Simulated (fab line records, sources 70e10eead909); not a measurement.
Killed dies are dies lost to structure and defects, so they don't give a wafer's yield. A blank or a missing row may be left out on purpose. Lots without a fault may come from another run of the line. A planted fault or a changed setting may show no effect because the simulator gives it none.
fab line records | flow nand_harc | part 2 of 2: steps 29 to 40 of 40
record lots=5 wafers=15 last_day=23
route steps=1159 shown A_M0@1015 A_M1@1026
lots that met no fault: from a run of the same line without faults
start_h: hours from the record's first day to the start of the lot's first wafer shown | wait_h: hours since the lot's step before | " the same as in the row above | L1.1+2: a row that stands for several wafers | - no value, or no start given | * or withheld: withheld | < > ~ a bound
route shown NAME@n: a module of which the file shows steps, and the number in the route of the first | usual: mean/standard deviation of fault-free wafers | same: alike in all rows | chamber/n: place in a boat | sites: the reading at each site | _std_site: their standard deviation | _edge_site: outer sites' mean less inner sites' | radius_mm: how far each site lies from the wafer's centre | mask NAME#n: copy n | behind: the tool/chamber that last shaped the wafer | hold: why the lot was held/for how many hours/how that ended | device: the transistor (n, p or np) that didn't switch | end of line: the same wafers' tests at the end of the route | a step without rows: its recipe alone | killed: dies lost to structure and defects at the first sort, not the wafer's yield | map: a wafer's dies, x killed, . not, _ none there
set.NAME: the setting as run; set.NAME@STEP: as run at that earlier step | model.NAME: the simulator's own value behind a step, which no gauge read
lots at some steps of the route; a table a step, a row a wafer
services: from which hour (start_h, from the record's first day; less than 0 if before it) a tool's chamber was out of use, for how many hours, and why
## steps
# step NHARC_A_M1_ETCH_28
# recipe target_depth_a=300 over_etch_frac=0.3 time_s=72.99 ion_energy_ev=150 cf4_flow_sccm=50 n2_flow_sccm=100 ar_flow_sccm=150 rf_w=300 bias_w=100 chemistry=CF4/N2
# usual drypump_motor_current_A=5.9/0.3 oes_product_au=0.998/0.019 rf_vpp_V=314.1/1.6 showerhead_plenum_p_Torr=2.62/0.09 throttle_valve_pct=19.795/0.0096
# columns lot.wafer tool chamber start_h wait_h drypump_motor_current_A oes_product_au rf_hours_counter_h rf_vpp_V showerhead_plenum_p_Torr throttle_valve_pct
L074.4 rie_diel-01 1 - - 5.8 0.956 6 314.4 2.58 19.786
L074.1 " 2 " " 5.9 1.019 5 313.7 2.59 19.804
L074.6 " 0 " " 5.7 1.033 - 316.6 2.73 19.801
L082.3 rie_diel-01 2 - - 5.9 1.022 8 314.0 2.59 19.801
L082.2 " 0 " " 5.7 1.036 10 315.5 2.73 19.788
L082.6 " 2 " " 5.9 1.016 - 312.4 2.59 19.797
L086.2 rie_diel-09 3 - - 5.7 0.977 2 315.6 2.68 19.810
L086.3 " 0 " " 6.5 1.012 3 312.4 2.50 19.793
L086.4 " 1 " " 6.2 0.978 3 315.6 2.74 19.786
L088.3 rie_diel-10 0 - - 5.2 0.995 3 314.7 2.74 19.786
L088.2 " 2 " " 6.1 1.006 3 312.2 2.54 19.798
L088.6 " 0 " " 5.2 1.000 - 316.7 2.74 19.783
L091.4 rie_diel-09 3 - - 5.7 0.985 4 314.7 2.68 19.785
L091.2 " 0 " " 6.5 1.016 5 311.7 2.50 19.774
L091.5 " 0 " " 6.5 1.025 - 310.3 2.50 19.812
# step NHARC_A_M1_STRIP_19
# recipe time_s=600 temp_c=30 chemistry=post_etch_residue_remover
# columns lot.wafer tool chamber start_h wait_h
L074.4+1+6 wet_bench-10 5,6,0 408.16 -
L082.3+2+6 wet_bench-10 4,7,0 459.53 -
L086.2+3+4 wet_bench-08 0,2,3 474.76 -
L088.6+3+2 wet_bench-10 0,1,2 498.67 -
L091.2+5+4 wet_bench-10 6,0,2 503.44 -
# step NHARC_A_M1_DEGAS_29
# recipe temp_c=250 time_s=60
# usual heater_power_w=313/35
# columns lot.wafer tool chamber start_h wait_h heater_power_w
L074.1 pvd_sputter-03 - 408.43 - 333
L074.4 " - " " 318
L074.6 " - " " 318
L082.2 pvd_sputter-02 - 459.81 - 319
L082.3 " - " " 293
L082.6 " - " " 325
L086.2 pvd_sputter-01 - 475.01 - 404
L086.3 " - " " 289
L086.4 " - " " 267
L088.3 pvd_sputter-02 - 498.93 - 281
L088.2 " - " " 294
L088.6 " - " " 272
L091.4 pvd_sputter-02 - 503.71 - 293
L091.2 " - " " 311
L091.5 " - " " 326
# step NHARC_A_M1_PRE_CLEAN_30
# recipe time_s=30 temp_c=280 gas=H2/He
# usual heater_power_w=385/44
# columns lot.wafer tool chamber start_h wait_h heater_power_w
L074.4 pvd_sputter-03 - - - 382
L074.1 " - " " 383
L074.6 " - " " 389
L082.3 pvd_sputter-02 - - - 398
L082.2 " - " " 344
L082.6 " - " " 357
L086.3 pvd_sputter-01 - - - 503
L086.4 " - " " 348
L086.2 " - " " 325
L088.2 pvd_sputter-02 - - - 392
L088.3 " - " " 357
L088.6 " - " " 399
L091.4 pvd_sputter-02 - - - 337
L091.2 " - " " 388
L091.5 " - " " 344
# step NHARC_A_M1_PVD_20
# recipe target_thk_a=50 bias_v=168.6 power_w=15000 chamber_pressure_pa=0.12 time_s=8.06 substrate_temp_c=50 material=TaN
# usual throttle_valve_pct=30.0/1
# columns lot.wafer tool chamber start_h wait_h throttle_valve_pct
L074.1 pvd_sputter-03 - - - 29.9
L074.4 " - " " 30.6
L074.6 " - " " 29.9
L082.2 pvd_sputter-02 - - - 28.4
L082.3 " - " " 29.0
L082.6 " - " " 29.2
L086.4 pvd_sputter-01 - - - 30.8
L086.2 " - " " 32.5
L086.3 " - " " 30.5
L088.3 pvd_sputter-02 - - - 28.3
L088.2 " - " " 29.8
L088.6 " - " " 29.2
L091.2 pvd_sputter-02 - - - 29.5
L091.4 " - " " 28.9
L091.5 " - " " 29.4
# step NHARC_A_M1_PVD_21
# recipe target_thk_a=300 chamber_pressure_pa=5 power_w=5000 substrate_temp_c=30 time_s=20.49 material=Cu
# usual throttle_valve_pct=30.0/1
# columns lot.wafer tool chamber start_h wait_h throttle_valve_pct
L074.1 pvd_sputter-03 - - - 30.0
L074.4 " - " " 29.0
L074.6 " - " " 30.2
L082.2 pvd_sputter-02 - - - 29.1
L082.3 " - " " 29.3
L082.6 " - " " 28.4
L086.4 pvd_sputter-01 - - - 29.4
L086.2 " - " " 32.3
L086.3 " - " " 30.6
L088.2 pvd_sputter-02 - - - 28.4
L088.3 " - " " 28.9
L088.6 " - " " 29.4
L091.2 pvd_sputter-02 - - - 28.4
L091.4 " - " " 29.8
L091.5 " - " " 28.9
# step NHARC_A_M1_ECD_22
# recipe target_thk_a=4000 bath_temp_c=25 material=Cu
# columns lot.wafer tool chamber start_h wait_h
L074.1+4+6 ecd_cu-01 0,0,1 408.79 -
L082.2+3+6 ecd_cu-02 0,0,1 460.16 -
L086.2+3+4 ecd_cu-02 0,1,0 475.42 -
L088.2+3+6 ecd_cu-01 0,0,1 499.30 -
L091.2+4+5 ecd_cu-01 1 504.15 -
# step NHARC_A_M1_ANNEAL_31
# recipe temp_c=225 time_s=90
# usual wafer_temp_C_max=226.03/0.26
# columns lot.wafer tool chamber start_h wait_h wafer_temp_C_max
L074.1 rtp_anneal-02 0 409.30 - 225.76
L074.4 " 0 " " 225.81
L074.6 " 0 " " 226.35
L082.2 rtp_anneal-01 0 460.59 - 226.20
L082.3 " 0 " " 225.84
L082.6 " 0 " " 226.03
L086.2 rtp_anneal-01 0 475.80 - 225.89
L086.3 " 0 " " 225.68
L086.4 " 0 " " 225.78
L088.2 rtp_anneal-02 0 499.73 0.4 226.00
L088.3 " 0 " " 225.95
L088.6 " 0 " " 226.64
L091.2 rtp_anneal-01 0 504.55 0.3 225.70
L091.4 " 0 " " 226.04
L091.5 " 0 " " 226.04
# step NHARC_A_M1_CMP_23
# recipe t_overpolish_s=20 target_thk_nm=154.34
# usual motor_current_A=12.0/1.1 time_to_endpoint_s=29/3.8
# columns lot.wafer tool chamber start_h wait_h motor_current_A time_to_endpoint_s
L074.4 cmp-01 3 409.67 - 11.3 29
L074.1 " 1 " " 10.6 30
L074.6 " 3 " " 11.2 30
L082.2 cmp-01 0 460.94 - 12.4 35
L082.3 " 1 " " 11.1 32
L082.6 " 3 " " 11.2 28
L086.2 cmp-04 2 476.09 - 14.1 26
L086.3 " 3 " " 10.3 33
L086.4 " 1 " " 12.1 27
L088.3 cmp-02 0 500.05 - 14.3 21
L088.2 " 2 " " 11.4 23
L088.6 " 0 " " 13.9 25
L091.4 cmp-04 2 504.84 - 13.6 27
L091.2 " 3 " " 11.7 31
L091.5 " 3 " " 11.4 33
# step NHARC_A_M1_THK_MEAS_24
# recipe thk_meas_gauge=xrf
# usual thk_nm=154.4/1.9
# columns lot.wafer tool chamber start_h wait_h thk_nm
L074.1 film_metro-02 - 409.96 - 155.5
L074.4 " - " " 154.7
L074.6 " - " " 153.1
L082.2 film_metro-02 - 461.20 - 153.3
L082.3 " - " " 152.1
L082.6 " - " " 152.2
L086.2 film_metro-01 - 476.41 - 155.9
L086.3 " - " " 156.9
L086.4 " - " " 156.7
L088.2 film_metro-01 - 500.34 - 153.9
L088.3 " - " " 150.4
L088.6 " - " " 151.9
L091.2 film_metro-01 - 505.16 - 156.2
L091.4 " - " " 153.3
L091.5 " - " " 157.1
# step NHARC_A_M1_SRD_25
# columns lot.wafer tool chamber start_h wait_h
L074.4+1+6 wet_bench-10 1,3,4 410.00 0.0
L082.2+3+6 wet_bench-10 4,5,7 461.25 0.0
L086.3+2+4 wet_bench-08 4,5,7 476.45 0.0
L088.6+2+3 wet_bench-10 1,3,4 500.38 0.0
L091.5+4+2 wet_bench-08 5,7,0 505.21 0.0
# step NHARC_A_M1_INSPECT_27
# usual raw_defect_count=465/140
# columns lot.wafer tool chamber start_h wait_h raw_defect_count
L074.1 defect_inspect-02 - 410.12 0.0 516
L074.4 " - " " 591
L074.6 " - " " 615
L082.2 defect_inspect-02 - 461.36 0.0 419
L082.3 " - " " 327
L082.6 " - " " 337
L086.2 defect_inspect-01 - 476.58 0.0 565
L086.3 " - " " 520
L086.4 " - " " 465
L088.2 defect_inspect-02 - 500.49 0.0 470
L088.3 " - " " 487
L088.6 " - " " 623
L091.2 defect_inspect-02 - 505.32 0.0 394
L091.4 " - " " 537
L091.5 " - " " 480
## services
# columns tool chamber start_h hours kind
pecvd-04 0 391.06 6.0 repair
cmp-02 - 391.67 0.5 repair
pvd_sputter-02 - 392.00 10.0 pm
rie_diel-09 3 396.25 8.2 repair
wet_bench-08 - 406.40 8.0 pm
pecvd-03 1 415.32 4.3 repair
wet_bench-10 - 423.20 8.0 pm
cmp-02 - 424.15 4.0 pm
rie_diel-09 - 430.05 0.3 repair
rie_diel-09 - 431.10 9.0 pm
litho_track-01 - 443.00 7.0 pm
pvd_sputter-01 - 445.54 6.2 repair
ecd_cu-01 - 448.14 8.0 pm
arfi_scanner-01 - 453.55 4.1 repair
pvd_sputter-03 - 458.00 10.0 pm
ecd_cu-02 - 465.54 4.0 repair
litho_track-06 - 467.00 7.0 pm
cmp-01 - 473.64 4.0 pm
pecvd-03 - 473.64 13.0 pm
cmp-01 - 478.19 0.7 repair
litho_track-04 - 491.00 7.0 pm
rie_diel-01 - 491.80 9.0 pm
cmp-02 - 491.86 1.0 repair
pecvd-02 - 495.63 0.5 repair
